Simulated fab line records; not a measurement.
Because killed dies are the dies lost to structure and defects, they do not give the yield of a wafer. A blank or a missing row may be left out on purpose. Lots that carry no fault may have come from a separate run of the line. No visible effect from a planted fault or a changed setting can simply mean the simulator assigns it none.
Which tool was responsible? -- flow n5 finfet -- 11 lots, 33 wafers sampled, at 4 steps of a route of 1938

## WHAT EACH GAUGE READ, for each wafer
N5_MIM_BOT_LITHO_OVL_MEAS_11. Usual: for MIM_BOT_OVL the level is -3 nm and the standard deviation is 5.6.
lot,measured,on,MIM_BOT_OVL (nm),flag
L688,day 11 15:43,overlay-01,-1 -3 3,
L690,day 12 14:58,overlay-02,-6 -11 2,
L691,day 12 19:36,overlay-01,-11 -7 -13,
L692,day 13 03:16,overlay-01,4 7 -4,
L693,day 13 06:22,overlay-01,-1 -2 2,
L694,day 13 22:10,overlay-02,-5 -11 -7,
L695,day 13 15:43,overlay-02,-6 -6 -11,
L696,day 14 02:10,overlay-01,-11 -8 -12,
L701,day 15 05:24,overlay-01,0 0 -6,
L706,day 16 22:13,overlay-02,-6 -7 -8,
L711,day 18 22:43,overlay-01,-11 -19 -12,

## EACH LOT AND THE TOOL THAT RAN IT (in order: tool; ch and the chambers of the sampled wafers; start)
lot,N5_HKMG_FIN_ETCH_32,N5_MIM_TOP_DEGAS_04,N5_MIM_TOP_ETCH_PECVD_03
L688,"rie diel-03 ch 0,1,2, day 4 03:06","pvd sputter-02, day 11 14:13","pecvd-03 ch 0,1,2, day 11 15:13"
L690,"rie diel-05 ch 1,2,3, day 4 15:49","pvd sputter-02, day 12 13:38","pecvd-04 ch 0,1,2, day 12 14:34"
L691,"rie diel-04 ch 1,3, day 4 22:15","pvd sputter-02, day 12 18:17","pecvd-03 ch 1,2, day 12 19:05"
L692,"rie diel-05 ch 1,3, day 5 04:31","pvd sputter-01, day 13 01:57","pecvd-01 ch 0,2, day 13 02:53"
L693,"rie diel-03 ch 0,1,2, day 5 10:19","pvd sputter-01, day 13 05:08","pecvd-01 ch 0,2, day 13 05:58"
L694,"rie diel-05 ch 0,1, day 5 16:37","pvd sputter-01, day 13 20:43","pecvd-04 ch 1,2, day 13 21:39"
L695,"rie diel-05 ch 0,1, day 5 21:16","pvd sputter-03, day 13 14:31","pecvd-04 ch 0,1, day 13 15:19"
L696,"rie diel-03 ch 1,2,3, day 6 03:15","pvd sputter-03, day 14 00:47","pecvd-01 ch 0,1,2, day 14 01:47"
L701,"rie diel-05 ch 0,1, day 7 11:44","pvd sputter-02, day 15 04:01","pecvd-04 ch 0,1,2, day 15 04:53"
L706,"rie diel-03 ch 1,2,3, day 8 15:59","pvd sputter-03, day 16 21:01","pecvd-03 ch 0,2, day 16 21:50"
L711,"rie diel-04 ch 1,2,3, day 9 20:45","pvd sputter-01, day 18 21:26","pecvd-04 ch 1,2, day 18 22:20"
- N5_HKMG_FIN_ETCH_32: etches SOC in N2/H2, target depth 240 nm, time 300 s.
- N5_MIM_TOP_DEGAS_04: time 60 s.
- N5_MIM_TOP_ETCH_PECVD_03: deposits SiNx from SiH4/NH3/N2, target thk 20 nm, time 17.6 s.

## WHAT THE TOOLS THEMSELVES READ (means of the sampled wafers that have a number; where no wafer has one, the mark that the record gives instead)
N5_HKMG_FIN_ETCH_32. Usual: drypump motor current A 5.8 A, standard deviation 0.39; oes product au 0.78 a.u., standard deviation 0.092; rf vpp V 524.0 V, standard deviation 2.8; showerhead plenum p Torr 2.55 Torr, standard deviation 0.11; throttle valve pct 17.77 %, standard deviation 0.24.
lot,tool,drypump motor current A (A),oes product au (a.u.),rf vpp V (V),showerhead plenum p Torr (Torr),throttle valve pct (%),flag
L688,rie diel-03,5.8,0.70,524.4,2.55,17.80,
L690,rie diel-05,5.5,0.71,520.9,2.45,17.81,
L691,rie diel-04,6.0,0.84,525.3,2.61,17.73,
L692,rie diel-05,5.7,0.72,522.0,2.49,17.73,
L693,rie diel-03,5.8,0.78,523.9,2.55,17.65,
L694,rie diel-05,6.3,0.79,525.3,2.60,17.86,
L695,rie diel-05,5.9,0.75,522.6,2.51,17.81,
L696,rie diel-03,5.7,0.87,522.2,2.50,17.72,
L701,rie diel-05,6.3,0.78,525.4,2.59,17.88,
L706,rie diel-03,5.7,0.82,522.4,2.49,17.77,
L711,rie diel-04,5.8,0.84,523.2,2.54,17.72,

N5_MIM_TOP_DEGAS_04. Usual: 465 W for heater power w, sd 68.
lot,tool,heater power w (W),flag
L688,pvd sputter-02,509,
L690,pvd sputter-02,556,
L691,pvd sputter-02,520,
L692,pvd sputter-01,474,
L693,pvd sputter-01,448,
L694,pvd sputter-01,454,
L695,pvd sputter-03,418,
L696,pvd sputter-03,449,
L701,pvd sputter-02,468,
L706,pvd sputter-03,448,
L711,pvd sputter-01,478,

N5_MIM_TOP_ETCH_PECVD_03. Usual: heater power w 731 W, standard deviation 89; showerhead plenum p Torr 5.16 Torr, standard deviation 0.057; throttle valve pct 39.8 %, standard deviation 2.1.
lot,tool,heater power w (W),showerhead plenum p Torr (Torr),throttle valve pct (%),flag
L688,pecvd-03,744,5.13,40.8,
L690,pecvd-04,697,5.17,39.9,
L691,pecvd-03,772,5.12,39.1,
L692,pecvd-01,873,5.18,38.3,
L693,pecvd-01,856,5.18,38.3,
L694,pecvd-04,666,5.14,39.6,
L695,pecvd-04,778,5.24,41.3,
L696,pecvd-01,753,5.19,38.5,
L701,pecvd-04,696,5.17,40.2,
L706,pecvd-03,746,5.17,41.0,
L711,pecvd-04,662,5.14,39.8,

## THE ANSWER, worked out from the rows above alone
Rule: a lot is off if the mean of its wafers that have a number lies more than 3 standard deviations from the usual mean. A lot without any number at a reading at which 4 lots or more have one is off too. Any other lot the step has rows for is counted as sound. First the gauges in route order, then the tools' own readings, where a lot's mean is used as printed above. The first step at which some lot is off is used, and at that step the reading that is off furthest; a lot without a number counts as furthest.
No lot is off at any reading shown: from this, nothing can be told.

## WHAT THE SIMULATOR HAD INSERTED
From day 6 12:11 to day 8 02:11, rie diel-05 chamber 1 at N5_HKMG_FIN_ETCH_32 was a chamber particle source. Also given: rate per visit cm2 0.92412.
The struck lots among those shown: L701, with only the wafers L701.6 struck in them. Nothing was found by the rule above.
